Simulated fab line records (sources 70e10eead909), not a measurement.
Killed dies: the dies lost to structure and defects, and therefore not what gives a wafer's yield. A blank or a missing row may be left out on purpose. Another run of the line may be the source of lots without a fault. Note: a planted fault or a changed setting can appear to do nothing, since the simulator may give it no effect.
The tool behind it: which one? ; flow nand-harc ; 12 lots, 36 wafers sampled, at 5 steps of a route of 1302

## WHAT THE GAUGES READ, wafer by wafer
NHARC_END_SORT_01.
lot;measured;on;killed-at-array;killed-at-other;killed-at-periphery;killed-dies;killed-open;killed-short
L592;day 28 20:40;prober-01;60 63 674;3 0 0;3 1 3;66 64 677;1 4 3;2 1 1

## EACH LOT AND THE TOOL THAT RAN IT (in order: tool; ch and the chambers of the sampled wafers; start)
lot;NHARC_A_CONTACT_DEP_85;NHARC_A_CONTACT_ETCH_31;NHARC_A_CONTACT_ETCH_137;NHARC_A_CONTACT_ETCH_98
L584;pecvd-04 ch 1,2, day 22 16:25;rie-diel-03 ch 0,1,3, day 22 17:58;har-cap-etch-03 ch 0,1, day 22 19:11;rie-diel-05 ch 0,2, day 22 20:28
L585;pecvd-04 ch 0,1,2, day 22 21:11;rie-diel-03 ch 1,2, day 22 22:46;har-cap-etch-03 ch 0,1, day 22 23:59;rie-diel-03 ch 0,3, no start
L586;pecvd-03 ch 0,1,2, day 23 11:26;rie-diel-03 ch 0,2,3, day 23 13:10;har-cap-etch-02 ch 0,1, day 23 14:29;rie-diel-03 ch 0,1,3, no start
L592;pecvd-01 ch 0,1,2, day 26 12:10;rie-diel-03 ch 0,1,3, day 26 13:41;har-cap-etch-01 ch 0,1, day 26 14:58;rie-diel-13 ch 0,2,3, day 28 20:40 or earlier
L601;pecvd-04 ch 0,1, day 29 20:00;rie-diel-05 ch 0,2,3, day 29 21:28;har-cap-etch-02 ch 0,1, day 29 22:45;rie-diel-03 ch 0,1,3, no start
L599;pecvd-01 ch 0,2, day 29 23:35;rie-diel-05 ch 0,2,3, day 30 01:12;har-cap-etch-02 ch 0,1, day 30 02:25;rie-diel-03 ch 1,2, no start
L600;pecvd-03 ch 0,1, day 30 04:26;rie-diel-03 ch 1,2,3, day 30 05:50;har-cap-etch-01 ch 0,1, day 30 07:03;rie-diel-03 ch 1,3, no start
L604;pecvd-03 ch 1,2, day 30 13:07;rie-diel-03 ch 0,1, day 30 14:26;har-cap-etch-01 ch 0,1, day 30 15:43;rie-diel-13 ch 1,2, no start
L602;pecvd-03 ch 0,1,2, day 30 19:11;rie-diel-03 ch 1,3, day 30 20:36;har-cap-etch-02 ch 0,1, day 30 21:55;rie-diel-03 ch 0,3, day 30 23:08
L603;pecvd-04 ch 0,1, day 30 19:31;rie-diel-13 ch 0,1,2, day 30 21:17;har-cap-etch-03 ch 0,1, day 30 22:30;rie-diel-05 ch 2,3, no start
L605;pecvd-01 ch 0,1,2, day 31 14:20;rie-diel-03 ch 0,2,3, day 31 15:50;har-cap-etch-01 ch 0,1, day 31 17:08;rie-diel-03 ch 0,1,3, no start
L606;pecvd-03 ch 0,2, day 32 09:22;rie-diel-03 ch 0,1,2, day 32 10:50;har-cap-etch-01 ch 0,1, day 32 12:04;rie-diel-03 ch 1,2,3, no start
- NHARC_A_CONTACT_DEP_85: deposits SiON, target thk 60 nm.
- NHARC_A_CONTACT_ETCH_31: etches the open film in O2/COS, target depth 2800 nm, time 728 s.
- NHARC_A_CONTACT_ETCH_137: etches the open film in C4F8/O2/Ar, time 311 s, target depth 1912 nm.
- NHARC_A_CONTACT_ETCH_98: etches the open film in C4F6/O2, target depth 20 nm, time 10 s.

## WHAT THE TOOLS THEMSELVES READ (means of the sampled wafers that have a number; where no wafer has one, the mark that the record gives instead)
NHARC_A_CONTACT_DEP_85.
lot;tool;heater-power-w (W)
L584;pecvd-04;786
L585;pecvd-04;858
L586;pecvd-03;688
L592;pecvd-01;765
L601;pecvd-04;801
L599;pecvd-01;725
L600;pecvd-03;770
L604;pecvd-03;777
L602;pecvd-03;671
L603;pecvd-04;832
L605;pecvd-01;773
L606;pecvd-03;664

NHARC_A_CONTACT_ETCH_31.
lot;tool;drypump-motor-current-A (A);oes-product-au (a.u.);rf-vpp-V (V);run-length-s (s);showerhead-plenum-p-Torr (Torr);throttle-valve-pct (%)
L584;rie-diel-03;5.55;0.998;313.9;749.6;3.12;28.332
L585;rie-diel-03;5.20;1.003;314.7;749.2;3.15;28.333
L586;rie-diel-03;5.50;1.003;315.8;749.5;3.24;28.334
L592;rie-diel-03;5.55;1.002;314.0;663.2;3.11;28.341
L601;rie-diel-05;5.73;0.996;316.4;749.2;3.28;28.327
L599;rie-diel-05;5.73;1.005;316.1;749.2;3.28;28.328
L600;rie-diel-03;5.38;0.999;316.4;749.2;3.28;28.330
L604;rie-diel-03;5.54;1.006;316.4;749.3;3.28;28.337
L602;rie-diel-03;5.56;0.998;316.1;749.4;3.26;28.327
L603;rie-diel-13;5.51;0.987;314.6;749.5;3.12;28.329
L605;rie-diel-03;5.49;1.001;316.5;749.7;3.23;28.327
L606;rie-diel-03;5.37;0.998;316.2;749.3;3.28;28.329

NHARC_A_CONTACT_ETCH_98.
lot;tool;drypump-motor-current-A (A);oes-product-au (a.u.);rf-vpp-V (V);run-length-s (s);showerhead-plenum-p-Torr (Torr);throttle-valve-pct (%)
L584;rie-diel-05;5.9;0.952;548;31.1;4.00;26.910
L585;rie-diel-03;5.7;0.944;551;31.3;4.07;26.905
L586;rie-diel-03;5.6;0.944;547;31.2;3.92;26.905
L592;rie-diel-13;5.5;0.956;543;31.4;3.77;26.903
L601;rie-diel-03;5.6;0.946;551;31.0;4.10;26.905
L599;rie-diel-03;5.3;0.965;551;30.9;4.18;26.898
L600;rie-diel-03;5.4;0.955;551;30.9;4.15;26.909
L604;rie-diel-13;5.5;0.994;544;31.1;3.77;26.903
L602;rie-diel-03;5.7;0.954;549;31.2;4.03;26.894
L603;rie-diel-05;6.1;0.956;551;31.2;4.13;26.898
L605;rie-diel-03;5.6;0.943;551;31.2;4.10;26.898
L606;rie-diel-03;5.4;0.962;551;31.2;4.10;26.906

## THE ANSWER, worked out from the rows above alone
Rule: the lots themselves supply what counts as usual. The widest of any qualifying gaps counts: lots, ordered by their means at a reading, are off when they make up no more than a third of the lots, leave a main group of 4 or more, and stand apart from it by 3 or more times the standard deviation of that group's means. Not used: any main group whose means are identical at the precision the tables above print for the reading. A lot without any number at a reading at which 4 lots or more have one is off too. Any other lot the step has rows for is counted as sound. The gauges are gone through in route order, then the tools' own readings, and for those a lot's mean is taken as printed above. The first step at which some lot is off is used, and at that step the reading that is off furthest; a lot without a number counts as furthest.
Off: L592 (NHARC_A_CONTACT_ETCH_31, run-length-s). Main group: mean 749.4 s, sd 0.17.
A tool fits if, at that step or a process step before it, it ran every lot that is off, and no sound lot after the first of them. Of those tried, none fits.

## WHAT HAD BEEN PUT IN BY THE SIMULATOR
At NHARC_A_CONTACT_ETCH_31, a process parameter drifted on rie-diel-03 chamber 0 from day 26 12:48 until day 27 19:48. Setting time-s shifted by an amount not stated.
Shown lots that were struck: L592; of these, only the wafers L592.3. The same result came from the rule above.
